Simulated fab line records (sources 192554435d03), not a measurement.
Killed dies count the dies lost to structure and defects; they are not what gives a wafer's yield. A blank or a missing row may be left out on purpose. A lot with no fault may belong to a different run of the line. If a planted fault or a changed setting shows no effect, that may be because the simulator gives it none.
What tool caused it? -- flow n5-finfet -- 10 lots, 30 wafers sampled, at 3 steps of a route of 1938

## WHAT EACH GAUGE READ, for each wafer
N5_BEOL_M9_CD_MEAS_35: target cd 70 nm, target cd y 40 nm. Usual: 70.3 nm for cd-nm, sd 0.54.
lot,measured,on,cd-nm (nm),flag
L421,day 9 19:37,cd-sem-02,70.4 69.9 70.8,
L426,day 11 01:25,cd-sem-03,70.9 69.9 70.9,
L425,day 11 02:16,cd-sem-01,70.2 70.1 70.9,
L427,day 11 04:26,cd-sem-02,70.6 70.1 69.8,
L433,day 12 12:25,cd-sem-02,71.1 71.0 71.0,
L435,day 13 12:37,cd-sem-01,71.0 70.1 70.0,
L437,day 14 11:25,cd-sem-03,69.5 70.1 69.6,
L443,day 15 03:40,cd-sem-02,71.3 70.7 70.5,
L439,day 15 04:08,cd-sem-02,70.5 70.3 70.7,
L442,day 15 19:43,cd-sem-02,70.0 69.7 69.4,

## EACH LOT AND THE TOOL THAT RAN IT (in order: tool; ch and the chambers of the sampled wafers; start)
lot,N5_BEOL_M9_ETCH_76,N5_BEOL_M9_HM_STRIP_39
L421,"rie-diel-02 ch 1,2,3, day 9 19:03","wet-bench-03 ch 0,2,5, day 9 19:30"
L426,"rie-diel-02 ch 0,1,2, day 11 00:50","wet-bench-04 ch 0,3,6, day 11 01:17"
L425,"rie-diel-02 ch 0,3, day 11 01:42","wet-bench-03 ch 0,2,7, day 11 02:09"
L427,"rie-diel-06 ch 0,1, day 11 03:52","wet-bench-03 ch 1,4,5, day 11 04:19"
L433,"rie-diel-02 ch 1,2,3, day 12 11:51","wet-bench-06 ch 2,3,6, day 12 12:18"
L435,"rie-diel-02 ch 1,2,3, day 13 12:02","wet-bench-03 ch 1,4,5, day 13 12:29"
L437,"rie-diel-01 ch 0,1, day 14 10:50","wet-bench-04 ch 0,4,7, day 14 11:18"
L443,"rie-diel-02 ch 0,1, day 15 03:05","wet-bench-04 ch 2,3,4, day 15 03:33"
L439,"rie-diel-01 ch 1,3, day 15 03:33","wet-bench-04 ch 1,4,5, day 15 04:00"
L442,"rie-diel-01 ch 1,2,3, day 15 19:08","wet-bench-03 ch 1,3,6, day 15 19:36"
- N5_BEOL_M9_ETCH_76: etches underlayer in N2/H2, target depth 6.5 nm, time 5.2 s.
- N5_BEOL_M9_HM_STRIP_39: strips TiN in peroxide tin strip, target depth 25 nm, time 158 s.

## AS READ BY THE TOOLS THEMSELVES (means over the sampled wafers that have a number; for cases with no such wafer, the mark the record gives instead)
N5_BEOL_M9_ETCH_76. Usual: chamber-pressure-mTorr 30.00 mTorr, standard deviation 0.044; drypump-motor-current-A 5.6 A, standard deviation 0.52; etch-rf-on-time-s 5.20 s, standard deviation 0.072; h2-flow-sccm 200.0 sccm, standard deviation 0.64; oes-product-au 0.67 a.u., standard deviation 0.071; rf-vpp-V 522.9 V, standard deviation 2.5; showerhead-plenum-p-Torr 2.50 Torr, standard deviation 0.076; throttle-valve-pct 17.79 %, standard deviation 0.2.
lot,tool,chamber-pressure-mTorr (mTorr),drypump-motor-current-A (A),etch-rf-on-time-s (s),h2-flow-sccm (sccm),oes-product-au (a.u.),rf-vpp-V (V),showerhead-plenum-p-Torr (Torr),throttle-valve-pct (%),flag
L421,rie-diel-02,30.02,5.9,5.24,200.4,0.72,523.0,2.53,17.76,
L426,rie-diel-02,29.97,6.0,5.12,200.2,0.72,523.4,2.49,17.77,
L425,rie-diel-02,30.02,5.7,5.16,200.3,0.58,526.4,2.59,17.99,
L427,rie-diel-06,30.02,6.4,5.20,199.7,0.74,524.9,2.61,17.73,
L433,rie-diel-02,30.01,5.9,5.21,199.6,0.71,523.9,2.53,17.79,
L435,rie-diel-02,29.99,5.9,5.24,200.5,0.69,524.1,2.52,17.83,
L437,rie-diel-01,30.03,5.8,5.34,200.0,0.60,523.6,2.56,18.02,
L443,rie-diel-02,29.97,6.0,5.11,199.9,0.76,520.9,2.48,17.62,
L439,rie-diel-01,30.04,5.1,5.27,199.6,0.64,521.0,2.44,17.71,
L442,rie-diel-01,30.03,5.1,5.20,200.4,0.64,520.1,2.44,17.74,

N5_BEOL_M9_HM_STRIP_39. Usual: bath-guard-temp-C 50.0 C, standard deviation 0.5; bath-heat-duty-pct 7.3 %, standard deviation 0.87.
lot,tool,bath-guard-temp-C (C),bath-heat-duty-pct (%),flag
L421,wet-bench-03,50.3,7.7,
L426,wet-bench-04,-,-,OFF
L425,wet-bench-03,-,-,OFF
L427,wet-bench-03,-,-,OFF
L433,wet-bench-06,50.6,7.5,
L435,wet-bench-03,50.0,6.7,
L437,wet-bench-04,49.5,7.0,
L443,wet-bench-04,49.9,7.1,
L439,wet-bench-04,50.4,7.6,
L442,wet-bench-03,49.8,6.5,

## THE ANSWER, worked out from the rows above alone
Rule: a lot counts as off when the mean over its wafers that have a number is more than 3 standard deviations away from the usual mean. A lot without any number at a reading at which 4 lots or more have one is off too. Where the step has rows for the other lots, those lots are counted as sound. First the gauges in route order, then the tools' own readings, where a lot's mean is used as printed above. The first step at which some lot is off is used, and at that step the reading that is off furthest; a lot without a number counts as furthest.
Off: L426, L425, L427 (N5_BEOL_M9_HM_STRIP_39, bath-guard-temp-C). Without a number there: L426, L425, L427.
If a tool, at that step or one of the process steps before it, ran each lot that is off and ran no sound lot following the first of them, it fits. Not one of the candidates tried fits.

## WHAT WAS PUT IN BY THE SIMULATOR
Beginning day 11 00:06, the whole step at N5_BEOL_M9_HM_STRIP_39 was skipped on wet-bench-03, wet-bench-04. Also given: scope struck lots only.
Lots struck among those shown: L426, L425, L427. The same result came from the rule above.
